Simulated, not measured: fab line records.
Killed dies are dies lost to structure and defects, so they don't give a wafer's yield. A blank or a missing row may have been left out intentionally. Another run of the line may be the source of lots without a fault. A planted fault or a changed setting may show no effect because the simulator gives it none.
fab line records	flow n5-finfet
record lots=7	wafers=21
route steps=1938 shown HKMG_FIN@427 GATE_CUT@481 MOL_CONTACT_COAG@531 BEOL_M0_SAQP@636
start-h: the number of hours between the record's first day and the start of the first shown wafer of the lot	wait-h: hours elapsed since this lot's preceding step	" the same as in the row above	L1.1+2: a single row standing in for several wafers	- value missing, or start not given	* or withheld: withheld	< > ~ a bound
route shown NAME@n: NAME is a module with steps in the file, n the number in the route of the first one	usual: mean and standard deviation over wafers with no fault	same: alike in all rows	chamber/n: place in a boat	sites: each site's reading	_std_site: how widely they spread, as a standard deviation	_edge_site: inner sites' mean taken away from outer sites' mean	radius-mm: how far each site lies from the wafer's centre	mask NAME#n: copy n	behind: the tool/chamber that last shaped the wafer	hold: why the lot went on hold/how many hours it stayed there/how the hold came to an end	device: the transistor (n, p or np) that didn't switch	end of line: tests run on the same wafers once the route is complete	for a step that has no rows: nothing shown but its recipe	killed: at the first sort, the dies lost to defects and structure; wafer yield is something else	map: a wafer's dies, marking killed ones x, the rest . and places with no die _
set.NAME: the run value of the setting; set.NAME@STEP: its run value at that earlier step	model.NAME: the simulator's own value behind a step, which no gauge read
lots where settings were altered on purpose, with a table for each step and a row for each wafer
## steps
# step N5_HKMG_FIN_EXPOSE_09
# recipe mask-id=NWFM	na=1.35	source-shape=conventional	sigma-outer=0.8	polarization=unpolarized	dose-mj=39.25
lot.wafer	tool	chamber	start-h	wait-h	mask	set.dose-mj
L076.1+3+4	arfi-scanner-02	0	89.05	-	NWFM#0	39.25
L086.2+4	arfi-scanner-01	0	153.79	-	NWFM#0	40.74
L086.3	"	0	"	"	NWFM#0	39.25
L087.1	arfi-scanner-01	0	156.54	-	NWFM#0	38.41
L087.2+6	"	0	"	"	NWFM#0	39.25
L089.1+4+5	arfi-scanner-02	0	165.48	-	NWFM#0	39.25
L090.2+5	arfi-scanner-02	0	172.38	-	NWFM#0	39.25
L090.4	"	0	"	"	NWFM#0	37.46
L092.2+4	arfi-scanner-03	0	182.98	-	NWFM#0	39.25
L092.3	"	0	"	"	NWFM#0	38.34
L094.1+6	arfi-scanner-02	0	197.97	-	NWFM#0	39.25
L094.5	"	0	"	"	NWFM#0	37.91
# step N5_HKMG_FIN_PEB_10
# recipe peb-temp-c=withheld	peb-time-s=60	resist=CAR-ArF
# step N5_HKMG_FIN_DEVELOP_11
# recipe develop-time-s=30	developer=TMAH	resist=CAR-ArF	dev-temp-c=23	rinse-liquid=diw	dry=air-spin
lot.wafer	tool	chamber	start-h	wait-h	set.spin-rpm@HKMG_FIN_COAT_06	model.CAR-ArF_of_HKMG_FIN_COAT_06.thk-nm
L076.1	litho-track-02	0	-	-	1500	88.4
L076.3+4	"	0	"	"	1500	88.6
L086.2	litho-track-05	0	-	-	1500	88.2
L086.3	"	0	"	"	1500	88.6
L086.4	"	0	"	"	1392	92
L087.1	litho-track-02	0	-	-	1500	88.4
L087.2	"	0	"	"	1500	88.8
L087.6	"	0	"	"	1500	88.2
L089.1+4	litho-track-02	0	-	-	1428	91
L089.5	"	0	"	"	1500	88.4
L090.2+5	litho-track-02	0	-	-	1500	88.2
L090.4	"	0	"	"	1340	93.6
L092.2	litho-track-04	0	-	-	1500	88
L092.3	"	0	"	"	1611	84.8
L092.4	"	0	"	"	1500	88.4
L094.1	litho-track-02	0	-	-	1500	88.8
L094.5+6	"	0	"	"	1500	88.6
# step N5_HKMG_FIN_CD_MEAS_12
# recipe target-cd-nm=92.8	landing-energy-ev=500	detector=se-inlens
# usual cd-nm=93.3/0.61
lot.wafer	tool	chamber	start-h	wait-h	set.dose-mj@HKMG_FIN_EXPOSE_09	cd-nm
L076.1	cd-sem-01	0	89.17	-	39.25	94.4
L076.3	"	0	"	"	39.25	93.9
L076.4	"	0	"	"	39.25	93.6
L086.2	cd-sem-01	0	153.91	-	40.74	95.9
L086.3	"	0	"	"	39.25	94.6
L086.4	"	0	"	"	40.74	95.4
L087.1	cd-sem-02	0	156.67	-	38.41	92.1
L087.2	"	0	"	"	39.25	93.2
L087.6	"	0	"	"	39.25	93.4
L089.1	cd-sem-01	0	165.60	-	39.25	92.6
L089.4	"	0	"	"	39.25	94.0
L089.5	"	0	"	"	39.25	93.6
L090.2	cd-sem-02	0	172.49	-	39.25	93.4
L090.4	"	0	"	"	37.46	90.3
L090.5	"	0	"	"	39.25	93.4
L092.2	cd-sem-03	0	183.10	-	39.25	92.7
L092.3	"	0	"	"	38.34	91.9
L092.4	"	0	"	"	39.25	93.3
L094.1	cd-sem-02	0	198.09	-	39.25	92.9
L094.5	"	0	"	"	37.91	90.1
L094.6	"	0	"	"	39.25	91.8
# step N5_HKMG_FIN_DESCUM_17
# recipe chemistry=O2	time-s=7.9	source-power-w=50	bias-power-w=20	pressure-mtorr=20	rf-frequency-hz=2.712e+07	temp-c=40	resist=CAR-ArF	o2-flow-sccm=225
lot.wafer	tool	chamber	start-h	wait-h	set.spin-rpm@HKMG_FIN_COAT_06	model.CAR-ArF_of_HKMG_FIN_COAT_06.thk-nm
L076.1	rie-diel-01	1	89.27	0.0	1500	83.6
L076.3+4	"	3,2	"	"	1500	83.8
L086.2	rie-diel-01	3	153.99	0.0	1500	83.4
L086.3	"	1	"	"	1500	83.6
L086.4	"	2	"	"	1392	87.2
L087.1+6	rie-diel-01	0	156.75	0.0	1500	83.6
L087.2	"	1	"	"	1500	84
L089.1+4	rie-diel-03	2,0	165.71	0.1	1428	86.2
L089.5	"	1	"	"	1500	83.4
L090.2+5	rie-diel-01	1,2	172.58	0.0	1500	83.4
L090.4	"	2	"	"	1340	88.8
L092.2	rie-diel-01	3	183.72	0.6	1500	83.2
L092.3	"	0	"	"	1611	80
L092.4	"	2	"	"	1500	83.6
L094.1	rie-diel-01	3	198.18	0.0	1500	84
L094.5+6	"	0,3	"	"	1500	83.8
# step N5_GATE_CUT_COAT_07
# recipe resist=CAR-EUV	spin-rpm=1500	resist-thk-nm=30
lot.wafer	tool	chamber	start-h	wait-h	set.spin-rpm	model.CAR-EUV_of_GATE_CUT_COAT_07.thk-nm
L076.1+3+4	litho-track-01	0	-	-	1500	30
L086.2+3+4	litho-track-01	0	-	-	1500	30
L087.1+6	litho-track-03	0	-	-	1631	28.8
L087.2	"	0	"	"	1500	30
L089.1+4+5	litho-track-03	0	-	-	1500	30
L090.2	litho-track-04	0	-	-	1500	30
L090.4	"	0	"	"	1647	28.8
L090.5	"	0	"	"	1647	28.6
L092.2	litho-track-04	0	-	-	1451	30.6
L092.3	"	0	"	"	1500	30
L092.4	"	0	"	"	1500	30.2
L094.1	litho-track-01	0	-	-	1657	28.4
L094.5+6	"	0	"	"	1500	30
# step N5_GATE_CUT_EBR_09
# recipe solvent=PGMEA	ebr-width-mm=1.5
# step N5_GATE_CUT_SOFTBAKE_08
# recipe temp-c=110	time-s=60	resist=CAR-EUV
# step N5_GATE_CUT_EXPOSE_10
# recipe mask-id=GATE_CUT	na=0.33	source-shape=annular	sigma-inner=0.35	sigma-outer=0.8	polarization=unpolarized	target-cd-nm=20	dose-mj=43.25
# step N5_GATE_CUT_PEB_11
# recipe peb-temp-c=100	peb-time-s=60	resist=CAR-EUV
# step N5_GATE_CUT_DEVELOP_12
# recipe develop-time-s=30	developer=TMAH	resist=CAR-EUV	rinse-liquid=surfactant-rinse	dry=air-spin	dev-temp-c=23
lot.wafer	tool	chamber	start-h	wait-h	set.spin-rpm@GATE_CUT_COAT_07	model.CAR-EUV_of_GATE_CUT_COAT_07.thk-nm
L076.1+3+4	litho-track-01	0	-	-	1500	29.6
L086.2+3+4	litho-track-04	0	-	-	1500	29.6
L087.1+6	litho-track-03	0	-	-	1631	28.4
L087.2	"	0	"	"	1500	29.6
L089.1+4+5	litho-track-04	0	-	-	1500	29.6
L090.2	litho-track-01	0	-	-	1500	29.6
L090.4	"	0	"	"	1647	28.4
L090.5	"	0	"	"	1647	28
L092.2	litho-track-04	0	-	-	1451	30.2
L092.3	"	0	"	"	1500	29.6
L092.4	"	0	"	"	1500	29.8
L094.1	litho-track-01	0	-	-	1657	28
L094.5+6	"	0	"	"	1500	29.6
# step N5_GATE_CUT_DESCUM_18
# recipe chemistry=O2	time-s=7	source-power-w=50	bias-power-w=20	pressure-mtorr=20	rf-frequency-hz=2.712e+07	temp-c=40	resist=CAR-EUV	o2-flow-sccm=225
lot.wafer	tool	chamber	start-h	wait-h	set.time-s	set.spin-rpm@GATE_CUT_COAT_07	model.CAR-EUV_of_GATE_CUT_COAT_07.thk-nm
L076.1	rie-diel-04	3	98.37	0.6	7	1500	26
L076.3+4	"	1,0	"	"	7	1500	26.2
L086.2+3	rie-diel-02	0,1	162.07	0.0	7	1500	26.2
L086.4	"	2	"	"	6.066	1500	26.6
L087.1	rie-diel-05	0	169.08	0.1	7	1631	24.8
L087.2	"	2	"	"	7	1500	26.2
L087.6	"	2	"	"	8.492	1631	24.2
L089.1+4	rie-diel-02	1,0	174.04	0.0	7	1500	26
L089.5	"	3	"	"	7	1500	26.2
L090.2	rie-diel-02	0	180.76	0.0	7	1500	26
L090.4	"	3	"	"	7	1647	24.8
L090.5	"	3	"	"	5.809	1647	25.2
L092.2	rie-diel-02	2	192.45	0.0	7	1451	26.6
L092.3	"	3	"	"	7	1500	26
L092.4	"	1	"	"	7	1500	26.2
L094.1	rie-diel-05	3	206.28	0.0	6.577	1657	24.8
L094.5	"	2	"	"	6.577	1500	26.2
L094.6	"	3	"	"	7	1500	26
# step N5_GATE_CUT_ETCH_28
# recipe chemistry=N2/H2	target=underlayer	target-depth-a=130	mask-material=CAR-EUV	time-s=10.4	ion-energy-ev=200	pressure-mtorr=30	source-w=840	bias-w=150	n2-flow-sccm=200	h2-flow-sccm=200	ends=cleared
lot.wafer	tool	chamber	start-h	wait-h	set.spin-rpm@GATE_CUT_COAT_07	set.time-s@GATE_CUT_DESCUM_18	model.CAR-EUV_of_GATE_CUT_COAT_07.thk-nm
L076.1+3+4	rie-diel-04	3,1,0	98.40	0.0	1500	7	14.6
L086.2+3	rie-diel-02	0,1	162.11	0.0	1500	7	14.8
L086.4	"	2	"	"	1500	6.066	15.2
L087.1	rie-diel-05	0	169.12	0.0	1631	7	13.6
L087.2	"	2	"	"	1500	7	14.6
L087.6	"	2	"	"	1631	8.492	12.6
L089.1+4	rie-diel-02	1,0	174.08	0.0	1500	7	14.6
L089.5	"	3	"	"	1500	7	14.8
L090.2	rie-diel-02	0	180.80	0.0	1500	7	14.6
L090.4	"	3	"	"	1647	7	13.4
L090.5	"	3	"	"	1647	5.809	13.8
L092.2	rie-diel-02	2	192.49	0.0	1451	7	15.2
L092.3	"	3	"	"	1500	7	14.6
L092.4	"	1	"	"	1500	7	14.8
L094.1	rie-diel-05	3	206.31	0.0	1657	6.577	13.2
L094.5	"	2	"	"	1500	6.577	14.8
L094.6	"	3	"	"	1500	7	14.6
# step N5_GATE_CUT_ETCH_36
# recipe chemistry=CF4	target=SiARC	target-depth-a=130	mask-material=CAR-EUV	time-s=21.7	ion-energy-ev=80	pressure-mtorr=40	source-w=545	bias-w=36	Ar_flow_sccm=100	cf4-flow-sccm=100	ends=cleared
lot.wafer	tool	chamber	start-h	wait-h	set.spin-rpm@GATE_CUT_COAT_07	set.time-s@GATE_CUT_DESCUM_18	model.CAR-EUV_of_GATE_CUT_COAT_07.thk-nm
L076.1+3+4	rie-diel-04	3,1,0	98.42	0.0	1500	7	7
L086.2+3	rie-diel-02	0,1	162.13	0.0	1500	7	7
L086.4	"	2	"	"	1500	6.066	7.6
L087.1	rie-diel-05	0	169.14	0.0	1631	7	5.8
L087.2	"	2	"	"	1500	7	6.8
L087.6	"	2	"	"	1631	8.492	4.8
L089.1+4+5	rie-diel-02	1,0,3	174.10	0.0	1500	7	7
L090.2	rie-diel-02	0	180.82	0.0	1500	7	7
L090.4	"	3	"	"	1647	7	5.8
L090.5	"	3	"	"	1647	5.809	6.2
L092.2	rie-diel-02	2	192.50	0.0	1451	7	7.6
L092.3	"	3	"	"	1500	7	7
L092.4	"	1	"	"	1500	7	7.2
L094.1	rie-diel-05	3	206.33	0.0	1657	6.577	5.6
L094.5	"	2	"	"	1500	6.577	7.2
L094.6	"	3	"	"	1500	7	6.8
# step N5_MOL_CONTACT_COAG_ETCH_105
# recipe chemistry=CF4	target=SiARC	target-depth-a=156	mask-material=CAR-EUV	time-s=26	ion-energy-ev=80	pressure-mtorr=40	source-w=545	bias-w=36	Ar_flow_sccm=100	cf4-flow-sccm=100	ends=cleared
# usual rf-vpp-V=184.0/1
lot.wafer	tool	chamber	start-h	wait-h	set.bias-w	rf-vpp-V
L076.1	rie-diel-01	2	102.82	0.0	36	183.8
L076.3	"	0	"	"	36	186.1
L076.4	"	3	"	"	36	183.6
L086.2	rie-diel-06	0	169.21	0.0	36	182.8
L086.3	"	3	"	"	36	183.1
L086.4	"	0	"	"	41.91	202.0
L087.1	rie-diel-06	1	173.06	0.0	36	183.7
L087.2	"	3	"	"	41.56	200.2
L087.6	"	1	"	"	41.56	201.2
L089.1	rie-diel-01	0	177.93	0.0	29.99	164.8
L089.4	"	1	"	"	29.99	162.9
L089.5	"	2	"	"	36	185.8
L090.2	rie-diel-01	1	185.14	0.0	32.79	174.1
L090.4	"	1	"	"	36	183.5
L090.5	"	2	"	"	32.79	173.9
L092.2	rie-diel-06	3	196.29	0.0	36	182.7
L092.3	"	0	"	"	40.36	195.9
L092.4	"	2	"	"	40.36	198.8
L094.1	rie-diel-06	1	210.17	0.0	36	184.6
L094.5	"	3	"	"	38.61	192.9
L094.6	"	2	"	"	38.61	193.6
# step N5_MOL_CONTACT_COAG_ETCH_110
# recipe chemistry=CF4/O2	target=Si	target-depth-a=25	time-s=8	pressure-mtorr=100	source-w=200	bias-w=12	ion-energy-ev=60	Ar_flow_sccm=100	cf4-flow-sccm=100	O2_flow_sccm=10
# usual rf-vpp-V=128.0/2.3
lot.wafer	tool	chamber	start-h	wait-h	set.bias-w	rf-vpp-V
L076.1	rie-diel-01	2	103.05	0.0	12	124.7
L076.3	"	0	"	"	12	128.6
L076.4	"	3	"	"	12	128.1
L086.2	rie-diel-06	0	169.44	0.0	12	131.3
L086.3	"	3	"	"	12	128.2
L086.4	"	0	"	"	12	129.7
L087.1	rie-diel-06	1	173.28	0.0	12	125.6
L087.2	"	3	"	"	13.89	144.1
L087.6	"	1	"	"	12	125.5
L089.1	rie-diel-01	0	178.15	0.0	12	127.6
L089.4	"	1	"	"	12	126.2
L089.5	"	2	"	"	12	124.8
L090.2	rie-diel-01	1	185.36	0.0	12	126.0
L090.4	"	1	"	"	12	125.6
L090.5	"	2	"	"	12.79	130.6
L092.2	rie-diel-06	3	196.51	0.0	12.93	134.0
L092.3	"	0	"	"	12	131.1
L092.4	"	2	"	"	12	131.5
L094.1	rie-diel-06	1	210.39	0.0	12	123.2
L094.5	"	3	"	"	12	126.9
L094.6	"	2	"	"	12	129.8
# step N5_MOL_CONTACT_COAG_VIA_ETCH_117
# recipe chemistry=C4F6/O2	target-depth-a=400	overetch-a=80	mask-material=SOC	target=SiO2	bias-w=455	pressure-mtorr=10	time-s=26	source-w=325	Ar_flow_sccm=300	C4F6_flow_sccm=10	O2_flow_sccm=10	ion-energy-ev=575.3	ends=end-point
# usual rf-vpp-V=1593/21
lot.wafer	tool	chamber	start-h	wait-h	set.bias-w	rf-vpp-V
L076.1	rie-diel-03	0	117.44	0.0	455	1595
L076.3	"	2	"	"	455	1586
L076.4	"	1	"	"	455	1580
L086.2	rie-diel-06	1	182.43	0.0	455	1560
L086.3	"	3	"	"	375.9	1368
L086.4	"	3	"	"	375.9	1370
L087.1	rie-diel-06	3	187.30	0.0	455	1580
L087.2	"	0	"	"	455	1614
L087.6	"	0	"	"	406.8	1484
L089.1	rie-diel-06	2	191.85	0.0	455	1619
L089.4	"	3	"	"	455	1580
L089.5	"	1	"	"	396.6	1406
L090.2	rie-diel-06	0	199.25	0.0	529	1805
L090.4	"	3	"	"	529	1766
L090.5	"	2	"	"	455	1620
L092.2	rie-diel-03	3	214.08	0.0	525.3	1800
L092.3	"	2	"	"	455	1611
L092.4	"	3	"	"	525.3	1798
L094.1	rie-diel-01	2	222.58	0.0	455	1555
L094.5	"	3	"	"	455	1591
L094.6	"	2	"	"	532.2	1748
# step N5_MOL_CONTACT_COAG_CVD_140
# recipe material=W	target-thk-a=665	mode=selective-fill	temp-c=300	time-s=215
lot.wafer	tool	chamber	start-h	wait-h	set.target-thk-a	model.W_of_MOL_CONTACT_COAG_CVD_140.thk-nm
L076.1	cvd-w-02	0	117.93	0.1	665	66.4
L076.3	"	1	"	"	665	65
L076.4	"	0	"	"	665	65.4
L086.2	cvd-w-02	0	183.08	0.2	665	67
L086.3	"	0	"	"	738.5	73.8
L086.4	"	0	"	"	665	67.4
L087.1	cvd-w-01	0	187.78	0.1	665	65.2
L087.2	"	1	"	"	665	66
L087.6	"	0	"	"	665	65.8
L089.1	cvd-w-01	0	192.34	0.1	665	66.2
L089.4	"	0	"	"	711.9	69.4
L089.5	"	1	"	"	711.9	70.6
L090.2+4	cvd-w-01	0	199.73	0.1	630.7	62.4
L090.5	"	1	"	"	630.7	62.6
L092.2	cvd-w-01	1	214.56	0.1	700.9	69.4
L092.3	"	1	"	"	665	64.2
L092.4	"	0	"	"	700.9	69.2
L094.1	cvd-w-02	1	223.06	0.1	581	57.6
L094.5	"	1	"	"	665	66.2
L094.6	"	0	"	"	665	67.2
# step N5_BEOL_M0_SAQP_PECVD_96
# recipe material=a-Si	target-thk-a=450	temp-c=350	precursor=SiH4/He	pressure-torr=3	rf-w=100	time-s=45.2
lot.wafer	tool	chamber	start-h	wait-h	set.time-s	model.a-Si_of_BEOL_M0_SAQP_PECVD_96.thk-nm
L076.1+4	pecvd-04	2,1	126.24	0.0	45.2	45.2
L076.3	"	1	"	"	45.2	45.6
L086.2	pecvd-01	1	189.56	0.0	45.2	44.2
L086.3	"	0	"	"	45.2	44
L086.4	"	2	"	"	45.2	45.8
L087.1	pecvd-02	1	193.78	0.0	49.58	49.6
L087.2	"	0	"	"	45.2	45
L087.6	"	2	"	"	49.58	49.2
L089.1	pecvd-01	2	199.26	0.0	45.2	44.8
L089.4	"	1	"	"	39.76	39.6
L089.5	"	2	"	"	39.76	40.2
L090.2	pecvd-04	0	204.72	0.0	45.2	45
L090.4	"	1	"	"	49.96	50.2
L090.5	"	0	"	"	49.96	50.6
L092.2	pecvd-01	2	220.25	0.0	38.73	39
L092.3	"	1	"	"	45.2	44.6
L092.4	"	0	"	"	45.2	45
L094.1	pecvd-01	0	228.91	0.0	45.2	43.6
L094.5	"	2	"	"	45.2	45.4
L094.6	"	0	"	"	45.2	44.6
# step N5_BEOL_M0_SAQP_PECVD_97
# recipe material=SiNx	target-thk-a=230	temp-c=350	precursor=SiH4/NH3/N2	pressure-torr=1.5	rf-w=300	time-s=19.9
# step N5_BEOL_M0_SAQP_PECVD_04
# recipe material=a-Si	target-thk-a=600	temp-c=350	precursor=SiH4/He	pressure-torr=3	rf-w=100	time-s=60.2
# step N5_BEOL_M0_SAQP_ETCH_101
# recipe chemistry=CH3F/O2	target=SiNx	mask-material=SiO2	target-depth-a=299	time-s=42.7	pressure-mtorr=30	source-w=395	bias-w=73	Ar_flow_sccm=150	CH3F_flow_sccm=30	O2_flow_sccm=20	ion-energy-ev=120
# step N5_BEOL_M0_SAQP_ETCH_102
# recipe chemistry=CF4	target=SiO2	target-depth-a=40	ion-energy-ev=350	time-s=4.4	pressure-mtorr=10	icp-w=800	bias-w=400	cf4-flow-sccm=80
# step N5_BEOL_M0_SAQP_MANDREL_ETCH_103
# recipe chemistry=HBr/Cl2	target=a-Si	target-depth-a=450	bt-time-s=10	stop-on=SiCN	mask-material=SiO2	over-etch-frac=0.8	time-s=27	pressure-mtorr=10	icp-w=800	bias-w=75	HBr_flow_sccm=150	Cl2_flow_sccm=80	ends=end-point
lot.wafer	tool	chamber	start-h	wait-h	set.time-s@BEOL_M0_SAQP_PECVD_96	model.etch.depth-nm
L076.1	rie-si-04	1	130.09	0.0	45.2	45.15
L076.3	"	0	"	"	45.2	45.54
L076.4	"	2	"	"	45.2	45.3
L086.2	rie-si-04	1	192.50	0.0	45.2	44.28
L086.3	"	3	"	"	45.2	43.91
L086.4	"	1	"	"	45.2	45.73
L087.1	rie-si-04	2	196.29	0.0	49.58	49.53
L087.2	"	1	"	"	45.2	45.09
L087.6	"	3	"	"	49.58	49.27
L089.1	rie-si-02	0	201.63	0.0	45.2	44.87
L089.4	"	1	"	"	39.76	39.65
L089.5	"	0	"	"	39.76	40.18
L090.2	rie-si-04	0	207.76	0.0	45.2	45.03
L090.4	"	3	"	"	49.96	50.15
L090.5	"	1	"	"	49.96	50.56
L092.2	rie-si-05	3	224.52	0.0	38.73	38.95
L092.3	"	1	"	"	45.2	44.61
L092.4	"	0	"	"	45.2	44.98
L094.1	rie-si-04	0	231.58	0.0	45.2	43.53
L094.5	"	1	"	"	45.2	45.44
L094.6	"	2	"	"	45.2	44.53
# step N5_BEOL_M0_SAQP_RECESS_104
# recipe chemistry=HF/NH3	target=SiO2	target-depth-a=180	afs-cycles=3	temp-c=30	sublimation-temp-c=180	sublimation-time-s=60
# step N5_BEOL_M0_SAQP_COAT_105
# recipe resist=SOC	temp-c=250	time-s=60	spin-rpm=1500	resist-thk-nm=100
# step N5_BEOL_M0_SAQP_STRIP_108
# recipe chemistry=N2/H2	power-w=500	temp-c=40	pressure-mtorr=50	rf-frequency-hz=6e+07	overash-fraction=0.3	bias-power-w=28	h2-frac=0.5	n2-flow-sccm=300	h2-flow-sccm=300
# step N5_BEOL_M0_SAQP_RECESS_109
# recipe chemistry=HF/NH3	target=SiO2	target-depth-a=30	afs-cycles=1	temp-c=30	sublimation-temp-c=180	sublimation-time-s=60
# step N5_BEOL_M0_SAQP_SPACER2_ALD_26
# recipe material=SiO2	target-thk-a=150	temp-c=300	ald-precursor-family=BDEAS	ald-co-reactant=O2-plasma	pulse-time-s=1	purge-time-s=2	co-reactant-purge-time-s=2	pressure-torr=2
lot.wafer	tool	chamber	start-h	wait-h	set.time-s@BEOL_M0_SAQP_PECVD_96	model.a-Si_of_BEOL_M0_SAQP_PECVD_96.thk-nm
L076.1	ald-sin-04	3	131.23	0.4	45.2	44.4
L076.3	"	1	"	"	45.2	44.8
L076.4	"	2	"	"	45.2	44.6
L086.2	ald-sin-04	1	193.34	0.1	45.2	43.6
L086.3	"	2	"	"	45.2	43.2
L086.4	"	3	"	"	45.2	45
L087.1	ald-sin-02	3	197.13	0.1	49.58	48.8
L087.2	"	2	"	"	45.2	44.4
L087.6	"	1	"	"	49.58	48.6
L089.1	ald-sin-02	0	202.46	0.1	45.2	44.2
L089.4	"	3	"	"	39.76	39
L089.5	"	3	"	"	39.76	39.4
L090.2	ald-sin-01	2	209.29	0.4	45.2	44.2
L090.4	"	1	"	"	49.96	49.4
L090.5	"	3	"	"	49.96	49.8
L092.2	ald-sin-04	1	225.36	0.1	38.73	38.2
L092.3	"	3	"	"	45.2	43.8
L092.4	"	0	"	"	45.2	44.2
L094.1	ald-sin-01	1	232.42	0.1	45.2	42.8
L094.5	"	1	"	"	45.2	44.6
L094.6	"	0	"	"	45.2	43.8
## key
split step=N5_HKMG_FIN_EXPOSE_09	setting=dose-mj	stated=39.25	by=wafer
response step=N5_HKMG_FIN_CD_MEAS_12	reading=cd-nm	change=+0.536	per=1%	r=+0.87
split step=N5_GATE_CUT_COAT_07	setting=spin-rpm	stated=1500	by=wafer
response step=N5_GATE_CUT_COAT_07	reading=model.CAR-EUV_of_GATE_CUT_COAT_07.thk-nm	change=-0.142	per=1%	r=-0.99
response step=N5_GATE_CUT_DEVELOP_12	reading=model.CAR-EUV_of_GATE_CUT_COAT_07.thk-nm	change=-0.146	per=1%	r=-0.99
response step=N5_GATE_CUT_ETCH_36	reading=model.CAR-EUV_of_GATE_CUT_COAT_07.thk-nm	change=-0.134	per=1%	r=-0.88
response step=N5_GATE_CUT_DESCUM_18	reading=model.CAR-EUV_of_GATE_CUT_COAT_07.thk-nm	slope=-0.139	per=1%	together-with=time-s@GATE_CUT_DESCUM_18	explained=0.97
response step=N5_GATE_CUT_ETCH_28	reading=model.CAR-EUV_of_GATE_CUT_COAT_07.thk-nm	slope=-0.14	per=1%	together-with=time-s@GATE_CUT_DESCUM_18	explained=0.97
split step=N5_GATE_CUT_DESCUM_18	setting=time-s	stated=7	by=wafer
response step=N5_GATE_CUT_DESCUM_18	reading=model.CAR-EUV_of_GATE_CUT_COAT_07.thk-nm	slope=-0.031	per=1%	together-with=spin-rpm@GATE_CUT_COAT_07	explained=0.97
response step=N5_GATE_CUT_ETCH_28	reading=model.CAR-EUV_of_GATE_CUT_COAT_07.thk-nm	slope=-0.0348	per=1%	together-with=spin-rpm@GATE_CUT_COAT_07	explained=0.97
response step=N5_GATE_CUT_ETCH_36	reading=model.CAR-EUV_of_GATE_CUT_COAT_07.thk-nm	slope=-0.0388	per=1%	together-with=spin-rpm@GATE_CUT_COAT_07	explained=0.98
split step=N5_MOL_CONTACT_COAG_ETCH_105	setting=bias-w	stated=36	by=wafer
response step=N5_MOL_CONTACT_COAG_ETCH_105	reading=rf-vpp-V	change=+1.19	per=1%	r=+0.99
split step=N5_MOL_CONTACT_COAG_ETCH_110	setting=bias-w	stated=12	by=wafer
response step=N5_MOL_CONTACT_COAG_ETCH_110	reading=rf-vpp-V	change=+0.982	per=1%	r=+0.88
split step=N5_MOL_CONTACT_COAG_VIA_ETCH_117	setting=bias-w	stated=455	by=wafer
response step=N5_MOL_CONTACT_COAG_VIA_ETCH_117	reading=rf-vpp-V	change=+11.4	per=1%	r=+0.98
split step=N5_MOL_CONTACT_COAG_CVD_140	setting=target-thk-a	stated=665	by=wafer
response step=N5_MOL_CONTACT_COAG_CVD_140	reading=model.W_of_MOL_CONTACT_COAG_CVD_140.thk-nm	change=+0.672	per=1%	r=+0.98
split step=N5_BEOL_M0_SAQP_PECVD_96	setting=time-s	stated=45.2	by=wafer
response step=N5_BEOL_M0_SAQP_PECVD_96	reading=model.a-Si_of_BEOL_M0_SAQP_PECVD_96.thk-nm	change=+0.435	per=1%	r=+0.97
response step=N5_BEOL_M0_SAQP_MANDREL_ETCH_103	reading=model.etch.depth-nm	change=+0.435	per=1%	r=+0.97
response step=N5_BEOL_M0_SAQP_SPACER2_ALD_26	reading=model.a-Si_of_BEOL_M0_SAQP_PECVD_96.thk-nm	change=+0.436	per=1%	r=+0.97
split outside-this-file step=N5_HKMG_FIN_COAT_06 setting=spin-rpm
# split outside-this-file: this setting was split too, and the file shows its column; the key of that split is in another file
